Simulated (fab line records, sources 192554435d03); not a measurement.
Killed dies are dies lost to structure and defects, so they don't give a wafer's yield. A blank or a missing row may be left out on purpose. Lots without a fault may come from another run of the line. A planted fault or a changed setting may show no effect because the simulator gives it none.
Split-lot experiment | flow n5_finfet | 7 lots, 21 wafers read, on a route of 1938 steps

THE SPLIT
At N5_SD_EPI_N_COAT_33 (time 60 s, resist thk 35 nm), the setting spin_rpm was moved away from the recipe's 1500 rpm on 11 of the 21 wafers read, by -9.9% to +5.9%. The other wafers ran this setting at the recipe's value.

FROM THE SPLIT TO THE READING: what the file shows between them, 6 steps
- N5_SD_EPI_N_EXPOSE_06: exposes mask SD N BLK, target cd 120 nm (also split here: dose_mj)
- N5_SD_EPI_N_PEB_07: peb time 60 s
- N5_SD_EPI_N_DEVELOP_08: develop time 30 s
- N5_SD_EPI_N_CD_MEAS_09: target cd 120 nm
- N5_SD_EPI_N_DESCUM_14: chemistry O2, time 7.9 s
- N5_SD_EPI_N_ETCH_34: etches SiARC in CF4, target depth 45.5 nm, time 75.8 s

THE READING
SiARC_of_SD_EPI_N_COAT_33.thk_nm (the simulator's own value, which no gauge read), in nm, at N5_SD_EPI_N_ETCH_35 (etches SOC in N2/H2, overetch 108 nm, time 486 s). The file gives no usual value for it. The 10 wafers here that ran the recipe average 19.6 nm, standard deviation 0.37 nm.

wafer  | tool, chamber at the split | spin_rpm as run, rpm | against the recipe | SiARC_of_SD_EPI_N_COAT_33.thk_nm, nm | against lot-mates on the recipe
L074.1 | litho_track-01, 0          | 1500                 | recipe             | 19                                   | -
L074.4 | litho_track-01, 0          | 1352                 | -9.9%              | 21.8                                 | +2.8
L074.5 | litho_track-01, 0          | 1352                 | -9.9%              | 21.2                                 | +2.2
L078.3 | litho_track-03, 0          | 1500                 | recipe             | 19                                   | -
L078.4 | litho_track-03, 0          | 1500                 | recipe             | 19.4                                 | -
L078.6 | litho_track-03, 0          | 1363                 | -9.1%              | 20.8                                 | +1.6
L082.3 | litho_track-02, 0          | 1363                 | -9.1%              | 21                                   | +1.0
L082.4 | litho_track-02, 0          | 1363                 | -9.1%              | 21.8                                 | +1.8
L082.5 | litho_track-02, 0          | 1500                 | recipe             | 20                                   | -
L086.2 | litho_track-02, 0          | 1589                 | +5.9%              | 18.6                                 | -1.0
L086.4 | litho_track-02, 0          | 1500                 | recipe             | 19.6                                 | -
L086.5 | litho_track-02, 0          | 1500                 | recipe             | 19.6                                 | -
L087.4 | litho_track-03, 0          | 1586                 | +5.7%              | 19.2                                 | no lot-mate on the recipe
L087.5 | litho_track-03, 0          | 1586                 | +5.7%              | 19.2                                 | no lot-mate on the recipe
L087.6 | litho_track-03, 0          | 1586                 | +5.7%              | 18.4                                 | no lot-mate on the recipe
L093.1 | litho_track-02, 0          | 1500                 | recipe             | 19.8                                 | -
L093.3 | litho_track-02, 0          | 1500                 | recipe             | 19.4                                 | -
L093.5 | litho_track-02, 0          | 1500                 | recipe             | 20.2                                 | -
L095.3 | litho_track-03, 0          | 1500                 | recipe             | 19.6                                 | -
L095.5 | litho_track-03, 0          | 1547                 | +3.1%              | 18.8                                 | -0.8
L095.6 | litho_track-03, 0          | 1547                 | +3.1%              | 19.2                                 | -0.4

THE FIT
A straight line over all 21 wafers: SiARC_of_SD_EPI_N_COAT_33.thk_nm changes by -0.17 nm for each +1% of spin_rpm; r = -0.92; the points scatter about the line by 0.39 nm.
The same after taking each lot's own level away (the mean of its wafers on the recipe; 18 wafers): -0.197 nm for each +1%; r = -0.95; scatter 0.35 nm.
On that fit, the largest move of spin_rpm shifts the reading by 1.9 nm.
The lots' own levels span 19.00 to 20.00 nm, that is 2.7 times the standard deviation above.
So the lot-to-lot level changes the slope: the two fits differ.
Check: with one of the wafers moved furthest among these (-9.9%) left out of the fit, the line predicts +1.75 nm for it against its lot-mates. It came out at +2.8 nm against them.

OTHER SPLITS ON THESE WAFERS
These wafers also went through other splits before the reading. Each is held against what the fit with the lots' levels taken away leaves over:
other split on the same wafers          | wafers away from the commonest value | r with SiARC_of_SD_EPI_N_COAT_33.thk_nm (lot level and that fit taken away)
N5_ZERO_LAYER_PECVD_02 time_s           | 8                                    | -0.31
N5_ZERO_LAYER_EXPOSE_08 dose_mj         | 6                                    | +0.34
N5_ZERO_LAYER_DEVELOP_10 develop_time_s | 5                                    | -0.07
N5_PMOS_HMC_CHANNEL_EPI_ETCH_32 bias_w  | 8                                    | -0.24
N5_FIN_SAQP_ETCH_65 time_s              | 5                                    | -0.06
N5_SD_EPI_N_EXPOSE_06 dose_mj           | 4                                    | +0.42

THE WHOLE CHAIN: every reading that the file lists as answering this split, in the file's order
step                | what it does                                           | reading                                                                                   | change (the file's fit)               | r (the file's)
N5_SD_EPI_N_COAT_33 | time 60 s, resist thk 35 nm                            | SiARC_of_SD_EPI_N_COAT_33.thk_nm (the simulator's own value, which no gauge read)         | -0.185 nm for each +1% of the setting | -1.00
N5_SD_EPI_N_ETCH_34 | etches SiARC in CF4, target depth 45.5 nm, time 75.8 s | CAR-ArF-block_of_SD_EPI_N_COAT_03.thk_nm (the simulator's own value, which no gauge read) | +0.206 nm for each +1% of the setting | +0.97
N5_SD_EPI_N_ETCH_34 | etches SiARC in CF4, target depth 45.5 nm, time 75.8 s | etch.depth_nm (the simulator's own value, which no gauge read)                            | -0.187 nm for each +1% of the setting | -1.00
N5_SD_EPI_N_ETCH_35 | etches SOC in N2/H2, overetch 108 nm, time 486 s       | SiARC_of_SD_EPI_N_COAT_33.thk_nm (the simulator's own value, which no gauge read)         | -0.194 nm for each +1% of the setting | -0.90

THE FILE'S OWN FIT
SiARC_of_SD_EPI_N_COAT_33.thk_nm changes by -0.194 nm for each +1% of spin_rpm, r = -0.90.
